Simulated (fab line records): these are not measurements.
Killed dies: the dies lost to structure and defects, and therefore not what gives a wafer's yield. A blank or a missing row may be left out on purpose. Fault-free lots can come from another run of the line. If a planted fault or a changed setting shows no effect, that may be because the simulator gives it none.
fab line records	flow n5_finfet
record lots=24	wafers=72	last_day=17
route steps=1938 shown WELL_APT@50 PMOS_HMC_CHANNEL_EPI@73 FIN_SAQP@99
lots untouched by any fault: they come from a run of this same line in which no faults occurred
start_h: hours from the record's opening day to when the first of the lot's shown wafers began	wait_h: hours from the lot's prior step to this one	" repeats the value in the row above	L1.1+2: several wafers, shown together as one row	- value missing, or start not given	* or withheld: withheld	< > ~ a bound
route shown NAME@n: a module of which the file shows steps, and the number in the route of the first	usual: average and standard deviation across the fault-free wafers	same: alike in all rows	chamber/n: place in a boat	sites: readings site by site	_std_site: how widely they spread, as a standard deviation	_edge_site: outer sites' mean less inner sites'	radius_mm: for every site, how far away it sits from the centre of the wafer	mask NAME#n: copy n	behind: tool/chamber where the wafer was last shaped	hold: reason for holding the lot/hours on hold/outcome of the hold	device: the transistor (n, p or np) that didn't switch	end of line: the route-end tests of the same wafers	where a step has no rows: the recipe by itself	killed: the dies lost at the first sort to structure and to defects; this is not the yield of the wafer	map: shows each die of a wafer: x if killed, . if not, _ if none is there
set.NAME: the setting as run; set.NAME@STEP: as run at that earlier step	model.NAME: the simulator's own value behind a step, which no gauge read
a sample of lots followed through the steps of the route, with each step as a table and each wafer as a row
services: the hour from which a tool's chamber was out of use, counted from the record's first day as start_h (under 0 if before that day), plus the number of hours and why
## steps
# step N5_WELL_APT_RTA_34
# recipe temp_c=1000	time_s=10	ambient=N2	idle_temp_c=600	ramp_up_c_per_s=150	ramp_down_c_per_s=60	cool_to_c=600
# usual lamp_power_pct=13.00/0.052	wafer_temp_C_max=1003.7/1.1
# same time_s=10
lot.wafer	tool	chamber	start_h	wait_h	lamp_power_pct	wafer_temp_C_max
L074.3	rtp_anneal-01	0	16.44	0.2	13.06	1003.2
L074.5	"	0	"	"	12.94	1003.9
L074.6	"	0	"	"	12.94	1005.2
L075.3	rtp_anneal-01	0	21.87	0.2	12.94	1002.9
L075.4	"	0	"	"	13.02	1003.0
L075.6	"	0	"	"	13.00	1003.4
L076.3	rtp_anneal-01	0	28.07	0.1	12.94	1004.4
L076.4	"	0	"	"	13.02	1004.1
L076.6	"	0	"	"	12.97	1004.8
L077.2	rtp_anneal-01	0	33.76	0.1	13.10	1004.1
L077.5	"	0	"	"	13.03	1004.2
L077.6	"	0	"	"	12.92	1002.9
L078.1	rtp_anneal-01	0	40.05	0.0	13.03	1002.3
L078.3	"	0	"	"	12.93	1004.0
L078.6	"	0	"	"	13.00	1004.0
L079.1	rtp_anneal-02	0	45.91	0.0	13.00	1003.2
L079.3	"	0	"	"	13.03	1002.9
L079.5	"	0	"	"	13.13	1004.0
L080.1	rtp_anneal-02	0	51.95	0.0	13.06	1003.9
L080.2	"	0	"	"	12.99	1005.7
L080.4	"	0	"	"	12.92	1001.8
L081.2	rtp_anneal-02	0	58.34	0.1	13.02	1002.7
L081.5	"	0	"	"	12.97	1005.9
L081.6	"	0	"	"	13.03	1004.4
L082.1	rtp_anneal-01	0	64.92	0.0	13.05	1002.5
L082.2	"	0	"	"	12.96	1005.7
L082.3	"	0	"	"	13.00	1003.3
L083.3	rtp_anneal-01	0	70.27	0.1	12.98	1004.2
L083.4	"	0	"	"	12.97	1004.0
L083.5	"	0	"	"	13.05	1002.6
L084.3	rtp_anneal-02	0	76.03	0.1	12.95	1003.3
L084.4	"	0	"	"	13.00	1002.0
L084.6	"	0	"	"	13.08	1005.5
L085.2	rtp_anneal-01	0	81.91	0.1	13.02	1005.2
L085.4	"	0	"	"	13.04	1002.9
L085.5	"	0	"	"	12.99	1004.1
L086.2	rtp_anneal-02	0	88.18	0.3	13.09	1002.9
L086.3	"	0	"	"	13.03	1003.8
L086.5	"	0	"	"	12.99	1004.1
L087.3	rtp_anneal-02	0	93.71	0.1	13.06	1002.9
L087.4	"	0	"	"	12.95	1003.5
L087.5	"	0	"	"	12.88	1004.3
L088.1	rtp_anneal-02	0	99.80	0.0	12.97	1003.7
L088.3	"	0	"	"	12.93	1002.6
L088.5	"	0	"	"	13.07	1003.3
L089.1	rtp_anneal-01	0	106.01	0.0	12.92	1005.6
L089.5	"	0	"	"	12.99	1002.7
L089.6	"	0	"	"	13.02	1004.9
L090.2	rtp_anneal-02	0	112.13	0.2	13.11	1003.3
L090.5	"	0	"	"	12.97	1002.3
L090.6	"	0	"	"	12.93	1002.3
L091.1	rtp_anneal-02	0	118.10	0.0	12.97	1002.9
L091.2	"	0	"	"	13.09	1005.8
L091.6	"	0	"	"	13.00	1001.9
L092.1	rtp_anneal-02	0	124.67	0.0	13.09	1002.7
L092.3	"	0	"	"	12.99	1002.4
L092.4	"	0	"	"	13.03	1002.9
L093.2	rtp_anneal-02	0	129.84	0.2	13.03	1003.5
L093.4	"	0	"	"	12.94	1003.4
L093.5	"	0	"	"	13.08	1005.8
L094.1	rtp_anneal-02	0	136.14	0.2	13.03	1003.9
L094.2	"	0	"	"	13.01	1003.7
L094.3	"	0	"	"	12.99	1003.7
L095.2	rtp_anneal-02	0	141.67	0.0	13.01	1004.8
L095.3	"	0	"	"	12.93	1003.2
L095.5	"	0	"	"	13.00	1002.3
L096.2	rtp_anneal-01	0	148.47	0.1	13.10	1005.7
L096.4	"	0	"	"	12.94	1006.2
L096.5	"	0	"	"	13.05	1003.1
L097.1	rtp_anneal-02	0	153.70	0.0	12.97	1002.0
L097.3	"	0	"	"	13.05	1005.3
L097.5	"	0	"	"	12.99	1003.3
# step N5_WELL_APT_EPI_41
# recipe material=Si	target_thk_a=500	temp_c=650	precursor=SiH4/H2	pressure_torr=20	time_s=297.7
# usual throttle_valve_pct=11.4/0.35
# same time_s=297.7
lot.wafer	tool	chamber	start_h	wait_h	throttle_valve_pct
L074.3	epi_rpcvd-04	0	16.84	0.2	11.4
L074.5	"	0	"	"	11.1
L074.6	"	0	"	"	11.2
L075.3	epi_rpcvd-02	0	22.27	0.2	10.9
L075.4	"	0	"	"	11.3
L075.6	"	0	"	"	11.1
L076.3	epi_rpcvd-02	0	28.47	0.2	11.2
L076.4	"	0	"	"	11.2
L076.6	"	0	"	"	11.0
L077.2	epi_rpcvd-04	0	34.08	0.1	11.1
L077.5	"	0	"	"	11.3
L077.6	"	0	"	"	11.3
L078.1	epi_rpcvd-02	0	40.30	0.0	11.0
L078.3	"	0	"	"	11.1
L078.6	"	0	"	"	11.1
L079.1	epi_rpcvd-04	0	46.15	0.0	11.2
L079.3	"	0	"	"	11.3
L079.5	"	0	"	"	11.3
L080.1	epi_rpcvd-01	0	52.19	0.0	11.9
L080.2	"	0	"	"	11.8
L080.4	"	0	"	"	12.0
L081.2	epi_rpcvd-02	0	58.69	0.2	11.3
L081.5	"	0	"	"	11.0
L081.6	"	0	"	"	11.3
L082.1	epi_rpcvd-01	0	65.16	0.0	11.7
L082.2	"	0	"	"	11.7
L082.3	"	0	"	"	11.8
L083.3	epi_rpcvd-02	0	70.68	0.2	11.0
L083.4	"	0	"	"	11.2
L083.5	"	0	"	"	11.1
L084.3	epi_rpcvd-04	0	76.50	0.3	11.3
L084.4	"	0	"	"	11.6
L084.6	"	0	"	"	11.0
L085.2	epi_rpcvd-01	0	82.25	0.1	11.9
L085.4	"	0	"	"	11.9
L085.5	"	0	"	"	12.2
L086.2	epi_rpcvd-01	0	88.50	0.1	11.8
L086.3	"	0	"	"	11.8
L086.5	"	0	"	"	11.8
L087.3	epi_rpcvd-04	0	94.11	0.2	11.1
L087.4	"	0	"	"	11.1
L087.5	"	0	"	"	11.1
L088.1	epi_rpcvd-02	0	100.05	0.0	11.2
L088.3	"	0	"	"	11.2
L088.5	"	0	"	"	11.5
L089.1	epi_rpcvd-04	0	106.25	0.0	11.2
L089.5	"	0	"	"	11.1
L089.6	"	0	"	"	11.4
L090.2	epi_rpcvd-01	0	112.49	0.2	11.8
L090.5	"	0	"	"	11.8
L090.6	"	0	"	"	12.1
L091.1	epi_rpcvd-02	0	118.34	0.0	11.4
L091.2	"	0	"	"	11.2
L091.6	"	0	"	"	11.2
L092.1	epi_rpcvd-02	0	124.91	0.0	11.4
L092.3	"	0	"	"	11.2
L092.4	"	0	"	"	11.0
L093.2	epi_rpcvd-04	0	130.24	0.2	11.2
L093.4	"	0	"	"	11.3
L093.5	"	0	"	"	11.1
L094.1	epi_rpcvd-04	0	136.39	0.0	11.3
L094.2	"	0	"	"	11.4
L094.3	"	0	"	"	11.4
L095.2	epi_rpcvd-02	0	141.99	0.1	11.2
L095.3	"	0	"	"	11.4
L095.5	"	0	"	"	11.1
L096.2	epi_rpcvd-04	0	148.93	0.2	11.5
L096.4	"	0	"	"	11.3
L096.5	"	0	"	"	11.2
L097.1	epi_rpcvd-01	0	153.94	0.0	12.1
L097.3	"	0	"	"	12.0
L097.5	"	0	"	"	11.8
# step N5_WELL_APT_INSPECT_38
# recipe inspect_instrument=darkfield	mode=post_epi
# usual raw_defect_count=13/5.6
lot.wafer	tool	chamber	start_h	wait_h	raw_defect_count
L074.3	defect_inspect-02	-	17.28	0.3	9
L074.5	"	-	"	"	12
L074.6	"	-	"	"	15
L075.3	defect_inspect-02	-	22.70	0.3	12
L075.4	"	-	"	"	8
L075.6	"	-	"	"	12
L076.3	defect_inspect-01	-	28.90	0.3	16
L076.4	"	-	"	"	8
L076.6	"	-	"	"	17
L077.2	defect_inspect-02	-	34.62	0.4	13
L077.5	"	-	"	"	23
L077.6	"	-	"	"	19
L078.1	defect_inspect-02	-	40.94	0.5	11
L078.3	"	-	"	"	5
L078.6	"	-	"	"	7
L079.1	defect_inspect-01	-	46.78	0.5	10
L079.3	"	-	"	"	9
L079.5	"	-	"	"	8
L080.1	defect_inspect-02	-	52.83	0.5	12
L080.2	"	-	"	"	18
L080.4	"	-	"	"	18
L081.2	defect_inspect-02	-	59.39	0.6	18
L081.5	"	-	"	"	18
L081.6	"	-	"	"	10
L082.1	defect_inspect-01	-	65.80	0.5	11
L082.2	"	-	"	"	7
L082.3	"	-	"	"	13
L083.3	defect_inspect-02	-	71.12	0.3	6
L083.4	"	-	"	"	21
L083.5	"	-	"	"	9
L084.3	defect_inspect-01	-	77.07	0.4	14
L084.4	"	-	"	"	9
L084.6	"	-	"	"	11
L085.2	defect_inspect-02	-	82.78	0.4	16
L085.4	"	-	"	"	9
L085.5	"	-	"	"	15
L086.2	defect_inspect-01	-	89.04	0.4	14
L086.3	"	-	"	"	24
L086.5	"	-	"	"	15
L087.3	defect_inspect-01	-	94.55	0.3	9
L087.4	"	-	"	"	18
L087.5	"	-	"	"	7
L088.1	defect_inspect-01	-	100.68	0.5	6
L088.3	"	-	"	"	11
L088.5	"	-	"	"	12
L089.1	defect_inspect-02	-	106.89	0.5	7
L089.5	"	-	"	"	10
L089.6	"	-	"	"	8
L090.2	defect_inspect-01	-	113.19	0.6	8
L090.5	"	-	"	"	9
L090.6	"	-	"	"	7
L091.1	defect_inspect-01	-	118.97	0.5	27
L091.2	"	-	"	"	17
L091.6	"	-	"	"	7
L092.1	defect_inspect-02	-	125.54	0.5	16
L092.3	"	-	"	"	6
L092.4	"	-	"	"	5
L093.2	defect_inspect-01	-	131.16	0.7	8
L093.4	"	-	"	"	6
L093.5	"	-	"	"	12
L094.1	defect_inspect-02	-	137.23	0.7	7
L094.2	"	-	"	"	24
L094.3	"	-	"	"	17
L095.2	defect_inspect-01	-	142.53	0.4	5
L095.3	"	-	"	"	18
L095.5	"	-	"	"	9
L096.2	defect_inspect-01	-	149.63	0.6	13
L096.4	"	-	"	"	12
L096.5	"	-	"	"	21
L097.1	defect_inspect-02	-	154.59	0.6	9
L097.3	"	-	"	"	9
L097.5	"	-	"	"	14
# step N5_PMOS_HMC_CHANNEL_EPI_ETCH_38
# recipe chemistry=CF4	target=SiO2	target_depth_a=15	ion_energy_ev=350	pressure_mtorr=10	icp_w=800	bias_w=400	cf4_flow_sccm=80
# usual drypump_motor_current_A=5.6/0.43	he_backside_leak_sccm=2.8/0.38	oes_product_au=1.007/0.019	rf_fwd_power_W=785/3.3	throttle_valve_pct=21.75/0.22
lot.wafer	tool	chamber	start_h	wait_h	drypump_motor_current_A	he_backside_leak_sccm	oes_product_au	rf_fwd_power_W	rf_hours_counter_h	throttle_valve_pct
L074.3	rie_si-05	3	18.24	0.0	5.7	2.5	0.984	792	57	21.77
L074.5	"	3	"	"	5.7	2.6	0.999	788	-	21.78
L074.6	"	0	"	"	5.8	3.4	1.013	786	-	21.98
L075.3	rie_si-05	0	23.54	0.0	5.8	3.4	1.018	786	179	21.99
L075.4	"	1	"	"	4.8	2.9	1.028	780	64	21.62
L075.6	"	0	"	"	5.7	3.2	1.017	787	-	21.99
L076.3	rie_si-05	1	29.76	0.0	4.8	2.9	1.006	784	64	21.63
L076.4	"	0	"	"	5.8	3.5	1.021	787	179	21.97
L076.6	"	1	"	"	4.8	2.8	1.021	783	-	21.64
L077.2	rie_si-06	2	35.58	0.0	5.9	2.4	1.034	786	25	21.89
L077.5	"	2	"	"	5.9	2.3	1.028	788	-	21.89
L077.6	"	1	"	"	6.1	2.7	1.000	787	-	22.30
L078.1	rie_si-05	0	41.93	0.0	5.8	3.5	1.021	781	180	21.98
L078.3	"	3	"	"	5.7	2.5	0.995	791	58	21.78
L078.6	"	1	"	"	4.8	2.7	1.015	783	-	21.62
L079.1	rie_si-05	3	47.64	0.0	5.7	2.6	0.991	789	58	21.76
L079.3	"	0	"	"	5.8	3.3	1.028	783	180	21.97
L079.5	"	2	"	"	5.0	2.5	0.981	784	-	21.67
L080.1	rie_si-06	1	54.21	0.0	6.2	2.7	1.005	786	80	22.31
L080.2	"	0	"	"	5.8	3.1	1.012	785	124	21.82
L080.4	"	2	"	"	5.9	2.3	1.036	788	25	21.89
L081.2	rie_si-03	1	60.36	0.0	5.9	2.5	1.026	783	136	21.78
L081.5	"	0	"	"	5.9	2.6	1.003	781	-	21.58
L081.6	"	1	"	"	5.9	2.4	1.016	780	-	21.78
L082.1	rie_si-05	1	66.64	0.0	4.8	2.8	1.011	783	65	21.63
L082.2	"	2	"	"	5.0	2.4	0.983	780	66	21.65
L082.3	"	0	"	"	5.8	3.4	1.009	788	180	21.99
L083.3	rie_si-03	2	72.30	0.0	6.0	3.3	1.014	788	108	21.55
L083.4	"	1	"	"	6.0	2.5	1.023	780	136	21.80
L083.5	"	1	"	"	5.9	2.5	1.033	783	-	21.79
L084.3	rie_si-05	0	77.91	0.0	5.8	3.5	1.014	785	180	21.97
L084.4	"	1	"	"	4.8	2.9	1.018	785	65	21.62
L084.6	"	0	"	"	5.8	3.3	1.025	784	-	21.98
L085.2	rie_si-03	1	83.63	0.0	6.0	2.4	1.031	780	136	21.78
L085.4	"	2	"	"	6.1	3.2	1.015	791	109	21.54
L085.5	"	1	"	"	6.0	2.5	1.014	780	-	21.78
L086.2	rie_si-05	2	90.35	0.0	5.0	2.4	0.975	785	66	21.65
L086.3	"	3	"	"	5.7	2.4	0.977	791	59	21.77
L086.5	"	3	"	"	5.7	2.4	0.980	786	-	21.77
L087.3	rie_si-05	1	95.52	0.0	4.7	3.0	1.019	784	65	21.64
L087.4	"	0	"	"	5.8	3.5	1.012	782	181	21.98
L087.5	"	2	"	"	4.9	2.5	0.974	787	-	21.67
L088.1	rie_si-06	2	101.54	0.0	5.9	2.4	1.039	789	26	21.89
L088.3	"	3	"	"	5.7	3.1	1.001	784	173	21.50
L088.5	"	3	"	"	5.7	3.2	1.007	785	-	21.49
L089.1	rie_si-03	1	107.85	0.0	6.0	2.3	1.024	776	137	21.79
L089.5	"	2	"	"	6.0	3.6	1.027	790	-	21.55
L089.6	"	3	"	"	5.3	2.8	1.046	782	-	21.51
L090.2	rie_si-06	3	114.33	0.0	5.7	2.9	0.993	781	174	21.49
L090.5	"	3	"	"	5.7	3.0	0.997	785	-	21.49
L090.6	"	2	"	"	6.0	2.4	1.031	784	-	21.89
L091.1	rie_si-06	0	119.94	0.0	5.9	3.2	0.994	788	125	21.83
L091.2	"	2	"	"	5.9	2.4	1.020	783	27	21.88
L091.6	"	3	"	"	5.7	3.2	0.998	779	-	21.49
L092.1	rie_si-06	1	126.51	0.0	6.1	2.7	0.986	788	82	22.30
L092.3	"	0	"	"	5.8	3.0	1.011	790	125	21.81
L092.4	"	2	"	"	5.9	2.4	1.025	785	27	21.89
L093.2	rie_si-03	1	132.44	0.0	6.0	2.4	1.023	776	137	21.78
L093.4	"	0	"	"	5.9	2.7	0.986	786	81	21.59
L093.5	"	3	"	"	5.3	2.8	1.037	787	-	21.52
L094.1	rie_si-06	3	138.30	0.0	5.7	3.0	0.999	785	174	21.48
L094.2	"	2	"	"	5.9	2.4	1.040	788	27	21.91
L094.3	"	1	"	"	6.1	2.6	0.983	791	82	22.32
L095.2	rie_si-03	0	143.49	0.0	5.9	2.7	0.979	782	81	21.58
L095.3	"	2	"	"	6.0	3.5	1.024	786	110	21.56
L095.5	"	0	"	"	5.9	2.7	0.983	781	-	21.58
L096.2	rie_si-05	1	150.77	0.0	4.8	2.8	1.011	784	66	21.63
L096.4	"	3	"	"	5.7	2.6	0.990	795	60	21.77
L096.5	"	2	"	"	5.0	2.6	0.980	781	-	21.65
L097.1	rie_si-06	3	155.93	0.0	5.7	2.9	1.008	787	174	21.49
L097.3	"	1	"	"	6.2	2.7	0.992	786	82	22.32
L097.5	"	2	"	"	5.9	2.4	1.022	788	-	21.89
# step N5_FIN_SAQP_PECVD_48
# recipe material=SiNx	target_thk_a=250	temp_c=400	precursor=SiH4/NH3/N2	pressure_torr=1.5	rf_w=300	time_s=22.1
# usual heater_power_w=760/84	rf_fwd_power_W=296.4/1.2	showerhead_plenum_p_Torr=5.11/0.034	throttle_valve_pct=39.2/2.8
# same time_s=22.1
lot.wafer	tool	chamber	start_h	wait_h	heater_power_w	rf_fwd_power_W	showerhead_plenum_p_Torr	throttle_valve_pct
L074.3	pecvd-03	0	21.77	0.0	810	297.0	5.11	39.3
L074.5	"	2	"	"	674	296.1	5.12	39.6
L074.6	"	1	"	"	873	295.6	5.06	36.7
L075.3	pecvd-01	1	26.71	0.0	813	298.1	5.10	45.7
L075.4	"	0	"	"	834	295.6	5.08	35.9
L075.6	"	1	"	"	801	297.7	5.09	45.7
L076.3	pecvd-02	1	33.22	0.0	784	295.1	5.14	41.5
L076.4	"	0	"	"	785	298.2	5.08	38.7
L076.6	"	1	"	"	651	296.0	5.13	41.7
L077.2	pecvd-01	2	38.76	0.0	710	296.9	5.20	37.3
L077.5	"	1	"	"	808	297.5	5.09	45.8
L077.6	"	2	"	"	707	295.7	5.20	37.3
L078.1	pecvd-03	2	45.34	0.0	638	294.8	5.14	39.8
L078.3	"	1	"	"	904	296.1	5.06	36.6
L078.6	"	1	"	"	916	296.7	5.07	36.7
L079.1	pecvd-03	1	51.16	0.0	910	296.8	5.08	36.4
L079.3	"	0	"	"	749	294.7	5.12	39.4
L079.5	"	0	"	"	738	295.1	5.13	39.4
L080.1	pecvd-03	0	57.98	0.0	807	295.8	5.12	39.2
L080.2	"	1	"	"	796	295.3	5.07	36.5
L080.4	"	0	"	"	832	296.5	5.11	39.1
L081.2	pecvd-03	0	65.12	0.0	815	295.2	5.11	39.2
L081.5	"	0	"	"	820	295.5	5.11	39.3
L081.6	"	1	"	"	952	297.2	5.06	36.7
L082.1	pecvd-03	0	69.67	0.0	817	298.0	5.11	39.2
L082.2	"	1	"	"	833	296.8	5.05	36.4
L082.3	"	2	"	"	650	296.0	5.14	39.9
L083.3	pecvd-02	2	75.36	0.0	701	295.3	5.08	36.5
L083.4	"	1	"	"	684	297.9	5.14	41.5
L083.5	"	2	"	"	721	296.5	5.07	36.5
L084.3	pecvd-01	1	81.09	0.0	840	298.4	5.07	45.9
L084.4	"	0	"	"	856	295.3	5.06	36.0
L084.6	"	0	"	"	863	295.2	5.08	36.0
L085.2	pecvd-02	0	86.66	0.0	739	296.5	5.09	38.6
L085.4	"	2	"	"	668	294.1	5.08	36.2
L085.5	"	1	"	"	717	297.3	5.13	41.5
L086.2	pecvd-01	2	93.50	0.0	779	297.5	5.19	37.4
L086.3	"	0	"	"	803	296.7	5.08	36.0
L086.5	"	0	"	"	808	295.6	5.07	36.0
L087.3	pecvd-02	0	100.00	0.0	688	297.0	5.11	38.9
L087.4	"	1	"	"	737	295.9	5.12	41.6
L087.5	"	0	"	"	683	295.6	5.10	38.8
L088.1	pecvd-02	1	104.56	0.0	700	295.2	5.15	41.7
L088.3	"	2	"	"	651	294.6	5.09	36.5
L088.5	"	2	"	"	654	294.9	5.07	36.6
L089.1	pecvd-02	0	111.05	0.0	808	297.1	5.10	38.9
L089.5	"	2	"	"	711	295.4	5.09	36.6
L089.6	"	1	"	"	764	295.7	5.14	41.5
L090.2	pecvd-02	1	117.34	0.0	750	297.7	5.13	41.6
L090.5	"	0	"	"	754	298.3	5.10	38.9
L090.6	"	1	"	"	736	296.1	5.14	41.8
L091.1	pecvd-03	1	123.35	0.0	839	297.0	5.06	36.3
L091.2	"	2	"	"	585	295.9	5.13	39.7
L091.6	"	1	"	"	834	296.0	5.07	36.5
L092.1	pecvd-03	2	130.05	0.0	572	294.1	5.12	40.0
L092.3	"	1	"	"	921	295.6	5.06	36.5
L092.4	"	1	"	"	895	296.9	5.07	36.8
L093.2	pecvd-01	1	136.65	0.1	776	298.7	5.08	45.7
L093.4	"	1	"	"	777	297.6	5.08	45.9
L093.5	"	1	"	"	789	297.3	5.07	45.8
L094.1	pecvd-02	0	141.54	0.0	798	296.9	5.09	39.3
L094.2	"	2	"	"	726	297.5	5.08	36.9
L094.3	"	1	"	"	763	296.8	5.13	41.5
L095.2	pecvd-02	0	146.94	0.0	682	297.4	5.09	39.0
L095.3	"	1	"	"	733	297.5	5.14	41.6
L095.5	"	0	"	"	697	297.2	5.08	39.0
L096.2	pecvd-03	0	153.90	0.0	795	295.2	5.12	39.4
L096.4	"	0	"	"	788	295.6	5.12	39.2
L096.5	"	1	"	"	900	295.3	5.06	36.7
L097.1	pecvd-01	1	159.54	0.0	819	298.5	5.07	45.7
L097.3	"	2	"	"	782	298.1	5.19	37.4
L097.5	"	0	"	"	875	295.7	5.09	35.9
# step N5_FIN_SAQP_ETCH_64
# recipe chemistry=CF4	target=SiO2	target_depth_a=15	ion_energy_ev=350	pressure_mtorr=10	icp_w=800	bias_w=400	cf4_flow_sccm=80
# usual drypump_motor_current_A=5.7/0.51	he_backside_leak_sccm=2.8/0.31	oes_product_au=0.996/0.021	rf_fwd_power_W=785/4.2	throttle_valve_pct=21.84/0.28
lot.wafer	tool	chamber	start_h	wait_h	drypump_motor_current_A	he_backside_leak_sccm	oes_product_au	rf_fwd_power_W	rf_hours_counter_h	throttle_valve_pct
L074.3	rie_si-04	3	26.66	0.0	5.2	2.6	1.009	786	102	21.95
L074.5	"	0	"	"	6.6	2.7	1.008	784	-	21.64
L074.6	"	3	"	"	5.2	2.5	1.010	792	-	21.95
L075.3	rie_si-01	2	31.73	0.0	5.4	3.0	0.985	783	101	22.00
L075.4	"	0	"	"	5.1	4.2	0.984	784	95	21.87
L075.6	"	0	"	"	5.1	2.7	0.986	789	-	21.89
L076.3	rie_si-02	3	38.33	0.0	5.7	3.1	0.970	789	54	21.96
L076.4	"	3	"	"	5.7	2.9	0.959	789	-	21.96
L076.6	"	0	"	"	5.1	2.6	1.018	788	-	21.70
L077.2	rie_si-02	2	44.60	0.0	6.1	2.5	1.005	787	0	21.53
L077.5	"	2	"	"	6.1	2.4	1.013	789	-	21.55
L077.6	"	3	"	"	5.7	3.0	0.975	787	-	21.98
L078.1	rie_si-01	1	49.93	0.0	6.3	3.5	0.994	788	57	21.93
L078.3	"	2	"	"	5.4	2.8	0.975	788	101	21.98
L078.6	"	1	"	"	6.3	3.4	0.984	791	-	21.94
L079.1	rie_si-01	2	56.28	0.0	5.4	2.9	0.963	785	102	22.00
L079.3	"	1	"	"	6.3	3.2	0.989	793	57	21.94
L079.5	"	2	"	"	5.5	2.7	0.972	785	-	21.98
L080.1	rie_si-02	3	62.98	0.0	5.7	2.8	0.955	790	55	21.97
L080.2	"	2	"	"	6.1	2.5	1.015	782	1	21.51
L080.4	"	2	"	"	6.0	2.6	1.008	786	-	21.53
L081.2	rie_si-02	2	70.24	0.0	6.1	2.6	1.010	791	1	21.55
L081.5	"	1	"	"	6.3	2.6	1.022	781	-	21.73
L081.6	"	2	"	"	6.1	2.5	1.001	789	-	21.55
L082.1	rie_si-04	2	74.40	0.0	5.1	3.0	1.012	782	187	21.28
L082.2	"	0	"	"	6.6	2.6	1.008	777	8	21.63
L082.3	"	1	"	"	5.9	2.5	0.989	787	59	21.91
L083.3	rie_si-01	0	80.23	0.0	5.1	2.8	0.967	785	96	21.88
L083.4	"	3	"	"	6.0	2.7	0.985	781	38	22.40
L083.5	"	3	"	"	5.9	2.6	0.986	782	-	22.40
L084.3	rie_si-04	0	86.39	0.0	6.7	2.7	1.011	776	8	21.65
L084.4	"	3	"	"	5.2	2.5	1.015	786	103	21.93
L084.6	"	3	"	"	5.2	2.5	1.021	786	-	21.96
L085.2	rie_si-04	2	92.96	0.0	5.0	2.9	1.011	777	188	21.28
L085.4	"	0	"	"	6.7	2.7	1.009	781	8	21.65
L085.5	"	3	"	"	5.2	2.6	1.012	783	-	21.94
L086.2	rie_si-02	2	100.52	0.0	6.1	2.5	0.997	787	1	21.55
L086.3	"	3	"	"	5.7	3.0	0.945	788	56	21.95
L086.5	"	3	"	"	5.7	3.0	0.949	790	-	21.96
L087.3	rie_si-01	1	105.24	0.0	6.3	3.2	0.993	793	58	21.94
L087.4	"	3	"	"	5.9	2.5	0.982	781	39	22.40
L087.5	"	3	"	"	5.9	2.4	0.983	783	-	22.41
L088.1	rie_si-01	2	109.54	0.0	5.4	2.8	0.977	782	102	21.99
L088.3	"	0	"	"	5.1	2.6	0.975	785	96	21.88
L088.5	"	3	"	"	6.0	2.5	0.986	787	-	22.39
L089.1	rie_si-01	3	115.76	0.0	6.0	2.7	0.984	781	39	22.40
L089.5	"	2	"	"	5.4	2.8	0.970	781	-	21.99
L089.6	"	3	"	"	6.0	2.9	0.977	782	-	22.40
L090.2	rie_si-04	0	121.92	0.0	6.6	2.6	1.014	785	9	21.65
L090.5	"	1	"	"	5.9	2.5	0.998	781	-	21.92
L090.6	"	2	"	"	5.0	3.0	1.017	778	-	21.29
L091.1	rie_si-04	1	128.18	0.0	5.9	2.6	0.993	782	60	21.92
L091.2	"	2	"	"	5.1	2.7	1.022	783	189	21.27
L091.6	"	0	"	"	6.6	2.7	1.007	780	-	21.63
L092.1	rie_si-04	3	136.00	0.0	5.2	2.5	1.011	786	104	21.94
L092.3	"	1	"	"	6.0	2.6	0.991	791	60	21.91
L092.4	"	0	"	"	6.6	2.7	1.006	783	9	21.66
L093.2	rie_si-04	3	141.39	0.0	5.2	2.7	1.017	781	104	21.94
L093.4	"	2	"	"	5.1	2.8	1.021	779	189	21.28
L093.5	"	0	"	"	6.6	2.7	0.998	783	-	21.63
L094.1	rie_si-01	3	147.40	0.0	6.0	2.7	0.980	783	39	22.41
L094.2	"	0	"	"	5.1	2.9	0.970	784	97	21.85
L094.3	"	2	"	"	5.4	2.7	0.977	784	103	21.99
L095.2	rie_si-02	2	152.19	0.0	6.1	2.6	1.015	790	2	21.55
L095.3	"	1	"	"	6.3	2.6	1.019	782	34	21.73
L095.5	"	0	"	"	5.1	2.8	1.023	790	-	21.69
L096.2	rie_si-04	2	159.65	0.0	5.0	3.0	1.007	782	189	21.28
L096.4	"	0	"	"	6.6	2.6	1.009	787	10	21.64
L096.5	"	2	"	"	5.1	2.9	1.016	783	-	21.28
L097.1	rie_si-02	0	164.24	0.0	5.1	2.7	1.018	786	28	21.70
L097.3	"	2	"	"	6.1	2.6	1.005	791	2	21.53
L097.5	"	2	"	"	6.1	2.5	0.993	789	-	21.54
## services
tool	chamber	start_h	hours	kind
pecvd-01	-	-5.33	14.6	pm
rie_si-05	-	14.18	1.6	repair
pecvd-02	2	21.12	-	clean
pecvd-02	2	21.12	-	consumable_replace:showerhead
pecvd-02	2	21.12	29.0	scheduled_down
pecvd-02	2	21.12	29.0	vent_cycle
pecvd-01	-	33.19	1.0	repair
pecvd-03	0	37.29	2.1	scheduled_down
rie_si-01	0	38.30	12.5	repair
rie_si-04	-	43.21	0.7	repair
rie_si-02	0	53.61	35.2	repair
rie_si-05	2	60.03	2.3	repair
rie_si-01	2	72.24	3.2	repair
pecvd-01	1	87.10	7.3	repair
rie_si-04	-	90.30	0.1	repair
pecvd-03	1	99.02	4.0	repair
pecvd-02	1	104.67	2.1	scheduled_down
rie_si-05	0	106.32	2.1	repair
rie_si-02	-	109.18	0.2	repair
pecvd-03	0	111.94	5.5	scheduled_down
pecvd-02	2	125.79	2.1	scheduled_down
pecvd-01	0	135.19	14.8	repair
rie_si-04	2	144.64	1.1	repair
rie_si-01	-	153.26	2.8	pm
## key
fault none
